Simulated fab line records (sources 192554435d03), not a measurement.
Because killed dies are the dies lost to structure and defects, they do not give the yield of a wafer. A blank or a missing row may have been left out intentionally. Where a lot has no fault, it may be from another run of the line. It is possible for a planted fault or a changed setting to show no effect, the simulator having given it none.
Chamber matching + flow n5Finfet + aldMetal-01 running N5_HKMG_FIN_PWFM_ALD_03: 4 sister chambers
The step deposits TiN, target thk 2 nm, pulse time 1 s, purge time 3 s. 4 wafers are shown with their chamber, then 6 later ones without.

WAFERS, EACH WITH ITS CHAMBER
| wafer  | chamber | heaterPowerW (W) |
|--------|---------|------------------|
| L845.3 | 1       | 842              |
| L857.1 | 2       | 877              |
| L857.5 | 3       | 744              |
| L857.6 | 0       | 816              |

WAFERS WITHOUT THEIR CHAMBER
| wafer  | heaterPowerW (W) |
|--------|------------------|
| L859.2 | 853              |
| L859.3 | 881              |
| L859.6 | 898              |
| L860.1 | 722              |
| L860.4 | 813              |
| L860.6 | 837              |

WHICH CHAMBER EACH ONE RAN IN
| wafer  | from the rows above          | in truth |
|--------|------------------------------|----------|
| L859.2 | can't be placed: 1 or 2 or 0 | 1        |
| L859.3 | 2                            | 2        |
| L859.6 | 2                            | 2        |
| L860.1 | 3                            | 3        |
| L860.4 | can't be placed: 0 or 1      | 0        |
| L860.6 | can't be placed: 1 or 0      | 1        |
Correctly placed: 3 of 6. From these rows, 3 cannot be placed; in 3 the true chamber is one of the candidates. Wrongly placed: 0.
How it was worked out, from the rows above alone: a wafer's distance from a chamber is the root of the sum, over the readings, of the square of ((its reading less the chamber's mean) divided by the reading's scatter). If the next closest chamber is less than 2 further off than the closest, the wafer can't be placed; otherwise it belongs to the closest. For every chamber, the mean is computed from those of its wafers that are shown. The scatter (one wafer shown for each chamber): square how far every hidden wafer sits from the nearest shown wafer, average those squares and take the square root.
